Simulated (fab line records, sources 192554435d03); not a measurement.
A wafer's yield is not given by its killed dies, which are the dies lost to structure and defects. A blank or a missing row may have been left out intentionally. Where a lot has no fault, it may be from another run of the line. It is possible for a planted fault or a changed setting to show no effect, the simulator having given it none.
A lot that was struck, set against a sound lot ; flow n5 finfet ; 29 steps out of a route of 1938
Sound: wafers L817.1, L817.2, L817.5. Wafers struck: L825.2, L825.6. Last of all comes the cause.
At each step with rows: each side's tool, then ch and its chambers, then its first start. Under that, the readings that differ: sound wafers ; struck wafers ; difference of the means ; sigmas: that difference in standard deviations of wafers without a fault.
alike: readings whose means differ by less than 2 such deviations, and words and numbers that are the same on both sides. not compared: withheld readings, readings that some wafer has no value for, bounds like >300 that may hide the same value, and numbers for which the record gives no deviation and whose values overlap.
The two part at a step that has a row with sigmas, a row that says differs or no value, or rows on one side only. Numbers that don't overlap but have no deviation are shown without sigmas and don't part them. A reading missing from all wafers of one side parts the sides only when that side holds two or more wafers.

N5_STI_FIN_REVEAL_ALD_14: deposits Si3N4, target thk 3 nm.
  sound on ald sin-03 ch 0,3, day 2 15:36; struck on ald sin-04 ch 0,1, day 4 16:59
  alike: heater power outer w, heater power w, susceptor temp C
then, 2 steps without rows for these wafers: N5_STI_FIN_REVEAL_FCVD_FILL_01 (material SiO2 flowable, target thk 312 nm, time 512.2 s); N5_STI_FIN_REVEAL_DENSIFY_02 (time 1800 s).
N5_STI_FIN_REVEAL_CMP_04: polishes, stops on Si3N4, t overpolish 4 s, target thk 131.83 nm.
  sound on cmp-04 ch 0,3, day 2 21:14; struck on cmp-04 ch 0, day 4 22:02
  alike: motor current A, overpolish run s, time to endpoint s
N5_STI_FIN_REVEAL_THK_MEAS_05:
  struck on film metro-01, day 4 22:19; sound on film metro-02, day 2 21:32
  alike: thk nm
next, for these wafers, 1 step has no rows: N5_STI_FIN_REVEAL_DENSIFY_30.
N5_STI_FIN_REVEAL_ETCHBACK_08: etches SiO2 in C4F6/O2, target depth 30.5 nm, time 10.167 s.
  sound on rie diel-03 ch 0,1,2, day 2 21:46; struck on rie diel-04 ch 2,3, day 4 22:34
  alike: bias w, drypump motor current A, oes_f_703_au, oes product au, rf vpp V, showerhead plenum p Torr, throttle valve pct
  not compared: rf hours counter h
N5_STI_FIN_REVEAL_STRIP_24: strips in N2/H2, time 90 s.
  sound on rie diel-03 ch 0,1,2, day 2 21:49; struck on rie diel-04 ch 2,3, day 4 22:36
  alike: drypump motor current A, oes product au, rf vpp V, showerhead plenum p Torr, throttle valve pct
  not compared: rf hours counter h
then, 4 steps without rows for these wafers: N5_STI_FIN_REVEAL_PRECLEAN_25 (cleans in SPM, time 90 s); N5_STI_FIN_REVEAL_PRECLEAN_26 (cleans in SC1, time 45 s); N5_STI_FIN_REVEAL_PRECLEAN_29 (cleans in DHF, time 30 s); N5_STI_FIN_REVEAL_SRD_12 (time 30 s).
N5_STI_FIN_REVEAL_RECESS_09: chemistry HF/NH3, target SiO2, afs cycles 11, target depth 42.5 nm, sublimation time 60 s.
  sound on vapor etch-02 ch 0,1, day 2 22:01; struck on vapor etch-02 ch 1, day 4 22:49
  alike: drypump motor current A, foreline p Torr
then, 2 steps without rows for these wafers: N5_STI_FIN_REVEAL_STRIP_16 (strips SiNx in H3PO4, target depth 23.8 nm); N5_STI_FIN_REVEAL_PRECLEAN_17 (cleans in NF3:NH3, afs cycles 1, time 20 s, sublimation time 60 s).
N5_STI_FIN_REVEAL_ETCH_34: etches Si in H2, material Si, target depth 0.97 nm.
  sound on rie si-05 ch 2,3, day 3 00:07; struck on rie si-05 ch 3, day 5 00:54
  alike: drypump motor current A, oes product au, throttle valve pct
  not compared: rf hours counter h
then, 7 steps without rows for these wafers: N5_STI_FIN_REVEAL_OXIDATION_31 (chemistry O2 PLASMA REMOTE, time 20 s); N5_STI_FIN_REVEAL_PRECLEAN_32 (cleans in NF3:NH3, afs cycles 1, time 20 s, sublimation time 60 s); N5_STI_FIN_REVEAL_STRIP_35 (strips Si3N4 in H3PO4, target depth 4 nm, time 39 s); N5_STI_FIN_REVEAL_SRD_21 (time 30 s); N5_STI_FIN_REVEAL_OXIDATION_33 (chemistry O2 PLASMA REMOTE, time 20 s); N5_STI_FIN_REVEAL_CLEAN_19 (cleans in O3/DIW, time 120 s); N5_STI_FIN_REVEAL_SRD_23 (time 30 s).
N5_STI_FIN_REVEAL_CD_MEAS_22: target cd 6.238 nm, pitch 28 nm.
  struck on cd sem-03, day 5 01:29; sound on cd sem-01, day 3 00:42
  alike: cd nm
N5_STI_FIN_REVEAL_FIN_H_MEAS_10:
  struck on ocd-02, day 5 01:31; sound on ocd-02, day 3 00:44
reading;sound;struck;difference;sigmas
trench depth nm (nm);49.5 51.2 48.6;53.2 51.8;+2.7;+3
then, 2 steps without rows for these wafers: N5_STI_FIN_REVEAL_PRECLEAN_18 (cleans in SC2, time 45 s); N5_STI_FIN_REVEAL_SRD_28 (time 30 s).
N5_STI_FIN_REVEAL_INSPECT_13: inspects for defects (darkfield).
  struck on defect inspect-02, day 5 01:36; sound on defect inspect-02, day 3 00:49
reading;sound;struck;difference;sigmas
raw defect count;15 15 14;649 596;+608;+99 or more
then, 1 step without rows for these wafers: N5_DUMMY_GATE_PRECLEAN_00 (cleans in O3/DIW, time 60 s).

WHERE THEY PART
Last at N5_STI_FIN_REVEAL_INSPECT_13 as far as this record goes, first at N5_STI_FIN_REVEAL_FIN_H_MEAS_10.

WHY: what the simulator had put in
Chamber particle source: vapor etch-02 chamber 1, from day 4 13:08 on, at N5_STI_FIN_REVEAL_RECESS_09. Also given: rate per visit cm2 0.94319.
